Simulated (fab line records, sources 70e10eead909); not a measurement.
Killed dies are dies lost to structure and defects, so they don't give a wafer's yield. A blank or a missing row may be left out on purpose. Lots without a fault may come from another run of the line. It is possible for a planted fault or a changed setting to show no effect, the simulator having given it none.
Matching of chambers + flow nand-harc + NHARC_A_STAIRCASE_DESCUM_443 on rie-diel-12: 4 sister chambers
The step chemistry O2, time 3 s. 4 wafers are shown with their chamber, then 8 later ones without.

== WAFERS, EACH WITH ITS CHAMBER ==
| wafer  | chamber | drypump-motor-current-A (A) |
|--------|---------|-----------------------------|
| L089.2 | 2       | 4.9                         |
| L089.3 | 1       | 5.2                         |
| L089.5 | 3       | 5.4                         |
| L090.1 | 0       | 5.5                         |

== WAFERS MISSING THEIR CHAMBER ==
| wafer  | drypump-motor-current-A (A) |
|--------|-----------------------------|
| L090.3 | 5.4                         |
| L090.5 | 5.2                         |
| L092.1 | 5.6                         |
| L092.4 | 5.3                         |
| L092.6 | 5.6                         |
| L094.1 | 5.4                         |
| L094.3 | 5.5                         |
| L094.5 | 4.8                         |

== WHICH CHAMBER EACH WENT THROUGH ==
| wafer  | from the rows above          | in truth |
|--------|------------------------------|----------|
| L090.3 | can't be placed: 3 or 0      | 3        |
| L090.5 | 1                            | 1        |
| L092.1 | can't be placed: 0 or 3      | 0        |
| L092.4 | can't be placed: 1 or 3 or 0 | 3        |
| L092.6 | can't be placed: 0 or 3      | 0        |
| L094.1 | can't be placed: 3 or 0      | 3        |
| L094.3 | can't be placed: 0 or 3      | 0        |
| L094.5 | 2                            | 2        |
Correctly placed: 2 of 8. Not placeable from these rows: 6 (in 6, the candidates include the true chamber). Wrongly placed: 0.
How it was worked out, from the rows above alone: a wafer's distance from a chamber is the root of the sum, over the readings, of the square of ((its reading less the chamber's mean) divided by the reading's scatter). If the next closest chamber is less than 2 further off than the closest, the wafer can't be placed; otherwise it belongs to the closest. Each chamber's mean is taken over the wafers shown for it. The scatter: with one shown wafer a chamber, the root of the mean of the squares of how far each hidden wafer lies from its nearest shown one.
